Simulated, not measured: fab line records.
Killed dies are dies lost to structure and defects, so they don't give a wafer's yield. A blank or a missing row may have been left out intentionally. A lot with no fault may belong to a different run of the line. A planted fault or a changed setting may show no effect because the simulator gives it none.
Chamber matching ; flow nand-harc ; NHARC_A_CONTACT_ETCH_90 on rie-diel-03: 4 sister chambers
The step etches the open film in CH3F/O2, target depth 40 nm, time 85.7 s. 20 wafers are shown with their chamber, then 10 later ones without.

## WAFERS WITH THEIR CHAMBER
wafer;chamber;drypump-motor-current-A (A);showerhead-plenum-p-Torr (Torr);rf-vpp-V (V)
L195.1;2;6.0;2.28;242.5
L195.5;1;6.7;2.32;243.1
L195.6;2;6.0;2.28;242.7
L194.1;0;5.1;2.66;247.9
L194.4;2;6.1;2.27;240.7
L194.5;1;6.7;2.32;242.0
L197.1;0;5.1;2.66;248.0
L197.2;3;6.2;2.44;243.6
L197.6;2;6.0;2.27;241.9
L201.1;2;6.1;2.27;241.0
L201.5;1;6.7;2.31;243.8
L201.6;0;5.1;2.65;246.4
L200.1;2;6.1;2.27;243.4
L200.2;1;6.7;2.31;243.6
L200.3;0;5.1;2.65;247.3
L204.1;3;6.2;2.44;244.1
L204.2;1;6.7;2.31;242.8
L204.4;2;6.1;2.27;241.4
L208.2;3;6.2;2.44;243.7
L208.4;2;6.0;2.66;246.7

SIGNATURES (means of the wafers above)
reading;chamber 0;chamber 1;chamber 2;chamber 3;scatter within a chamber
drypump-motor-current-A;5.100;6.700;6.050;6.200;0.0354
showerhead-plenum-p-Torr;2.6550;2.3140;2.3213;2.4400;0.0907
rf-vpp-V;247.400;243.060;242.537;243.800;1.35
Rule: distance of a wafer from a chamber = root of the sum over the readings of ((wafer's reading minus chamber's mean) / reading's scatter) squared. The wafer belongs to the nearest chamber; if the next one is less than 2 further off, it can't be placed. The scatter is the square root of a quotient: the sum, over the shown wafers, of each reading's squared deviation from its chamber's mean, divided by wafers minus chambers.

## WAFERS WITHOUT THEIR CHAMBER
wafer;drypump-motor-current-A (A);showerhead-plenum-p-Torr (Torr);rf-vpp-V (V)
L208.6;6.0;2.66;248.3
L209.1;6.7;2.31;242.7
L209.2;6.2;2.44;242.8
L209.4;5.1;2.65;245.4
L210.3;6.7;2.31;242.9
L210.4;5.1;2.65;247.4
L210.5;6.7;2.31;241.2
L212.2;5.1;2.65;247.3
L212.3;6.2;2.43;244.9
L212.4;6.7;2.31;242.4

## WHICH CHAMBER EACH ONE RAN IN
wafer;from the rows above;in truth
L208.6;can't be placed: 2 or 3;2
L209.1;1;1
L209.2;3;3
L209.4;0;0
L210.3;1;1
L210.4;0;0
L210.5;1;1
L212.2;0;0
L212.3;3;3
L212.4;1;1
Placed correctly: 9 of 10. Cannot be placed on the basis of these rows: 1; the candidates contain the true chamber in 1. 0 placed wrongly.
